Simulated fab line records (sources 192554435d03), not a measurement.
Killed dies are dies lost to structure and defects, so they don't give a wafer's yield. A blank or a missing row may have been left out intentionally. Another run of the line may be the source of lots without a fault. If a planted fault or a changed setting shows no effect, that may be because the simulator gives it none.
Lot-split experiment	flow n5 finfet	7 lots, 39 wafers read, on a route of 1938 steps

== SPLIT DETAILS ==
At N5_BEOL_M6_HM_DEP_02 (deposits TiN, target thk 20 nm), the setting target thk a was moved away from the recipe's 200 angstrom on 9 of the 39 wafers read, by -39.3% to +49.8%. The other wafers ran this setting at the recipe's value.

== FROM THE SPLIT TO THE READING: what the file shows between them, 4 steps ==
- N5_BEOL_M6_COAT_59: time 60 s, resist thk 100 nm
- N5_BEOL_M6_COAT_60: time 60 s, resist thk 35 nm
- N5_BEOL_M6_STRIP_68: strips in N2/H2
- N5_BEOL_M6_STRIP_67: strips in CF4

== THE READING ==
etch.depth nm (the simulator's own value, which no gauge read), in nm, at N5_BEOL_M6_HM_OPEN_17 (chemistry Cl2/BCl3, target TiN, target depth 20 nm, overetch 6 nm). There is no usual value for it anywhere in the file. The 30 wafers here that ran the recipe average 19.94 nm, standard deviation 0.25 nm.

wafer	tool, chamber at the split	target thk a as run, angstrom	against the recipe	etch.depth nm, nm	against lot-mates on the recipe
L076.1	pvd sputter-03, -	200	recipe	19.9	-
L076.2	pvd sputter-03, -	200	recipe	19.72	-
L076.3	pvd sputter-03, -	200	recipe	19.83	-
L076.4	pvd sputter-03, -	200	recipe	19.8	-
L076.5	pvd sputter-03, -	200	recipe	19.61	-
L076.6	pvd sputter-03, -	200	recipe	19.62	-
L078.1	pvd sputter-02, -	299.5	+49.8%	26.35	+6.67
L078.2	pvd sputter-02, -	200	recipe	19.53	-
L078.3	pvd sputter-02, -	200	recipe	19.81	-
L078.4	pvd sputter-02, -	299.5	+49.8%	25.5	+5.82
L078.5	pvd sputter-02, -	299.5	+49.8%	26.55	+6.87
L078.6	pvd sputter-02, -	200	recipe	19.71	-
L083.1	pvd sputter-03, -	200	recipe	19.73	-
L083.2	pvd sputter-03, -	200	recipe	19.68	-
L083.3	pvd sputter-03, -	200	recipe	19.85	-
L083.4	pvd sputter-03, -	200	recipe	19.92	-
L083.5	pvd sputter-03, -	200	recipe	19.63	-
L083.6	pvd sputter-03, -	200	recipe	19.93	-
L087.1	pvd sputter-02, -	200	recipe	19.99	-
L087.4	pvd sputter-02, -	200	recipe	19.76	-
L087.6	pvd sputter-02, -	200	recipe	19.79	-
L093.1	pvd sputter-02, -	200	recipe	20.02	-
L093.2	pvd sputter-02, -	200	recipe	20.17	-
L093.3	pvd sputter-02, -	200	recipe	19.94	-
L093.4	pvd sputter-02, -	200	recipe	20.13	-
L093.6	pvd sputter-02, -	200	recipe	20.13	-
L093.5	pvd sputter-02, -	200	recipe	20.01	-
L095.1	pvd sputter-01, -	244.8	+22.4%	24.92	+4.59
L095.2	pvd sputter-01, -	200	recipe	20.49	-
L095.3	pvd sputter-01, -	244.8	+22.4%	25.18	+4.85
L095.4	pvd sputter-01, -	200	recipe	20.25	-
L095.5	pvd sputter-01, -	200	recipe	20.25	-
L095.6	pvd sputter-01, -	244.8	+22.4%	25.13	+4.80
L097.1	pvd sputter-01, -	121.3	-39.3%	12.67	-7.66
L097.2	pvd sputter-01, -	200	recipe	20.18	-
L097.3	pvd sputter-01, -	200	recipe	20.5	-
L097.4	pvd sputter-01, -	121.3	-39.3%	12.34	-7.99
L097.5	pvd sputter-01, -	121.3	-39.3%	12.61	-7.72
L097.6	pvd sputter-01, -	200	recipe	20.31	-

THE FIT
A straight line over all 39 wafers: etch.depth nm changes by +0.159 nm for each +1% of target thk a; r = +0.97; the points scatter about the line by 0.78 nm.
The same after taking each lot's own level away (the mean of its wafers on the recipe; 39 wafers): +0.163 nm for each +1%; r = +0.98; scatter 0.69 nm.
Per that fit: largest target thk a move, reading shift of 8.1 nm.
Across the lots, their own levels run from 19.683 to 20.330 nm, a range of 2.5 times the standard deviation given above.
Consequently the slope shifts little with the lot-to-lot level, the two slopes agreeing.
Check: for one of the wafers moved furthest among these (+49.8%), held out of the fit, the line's prediction against its lot-mates is +8.28 nm. Against them it came out at +6.67 nm.

== THESE WAFERS: OTHER SPLITS ==
Before the reading, these wafers also passed through other splits. Each is held against what the fit with the lots' levels taken away leaves over:
other split on the same wafers	wafers away from the commonest value	r with etch.depth nm (lot level and that fit taken away)
N5_ZERO_LAYER_ETCH_18 target depth a	15	-0.11
N5_GATE_CUT_ALD_22 ald cycles	18	+0.08
N5_BEOL_M1_HM_DEP_02 target thk a	12	-0.12
N5_BEOL_M2_ILD_DEP_00 time s	12	-0.06

== THE WHOLE CHAIN: every reading that the file lists as answering this split, in the file's order ==
step	what it does	reading	change (the file's fit)	r (the file's)
N5_BEOL_M6_HM_DEP_02	deposits TiN, target thk 20 nm	TiN_of_BEOL_M6_HM_DEP_02.thk nm (the simulator's own value, which no gauge read)	+0.202 nm for each +1% of the setting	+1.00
N5_BEOL_M6_HM_OPEN_17	chemistry Cl2/BCl3, target TiN, target depth 20 nm, overetch 6 nm	etch.depth nm (the simulator's own value, which no gauge read)	+0.162 nm for each +1% of the setting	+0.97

== FILE'S OWN FIT ==
etch.depth nm changes by +0.162 nm for each +1% of target thk a, r = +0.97.
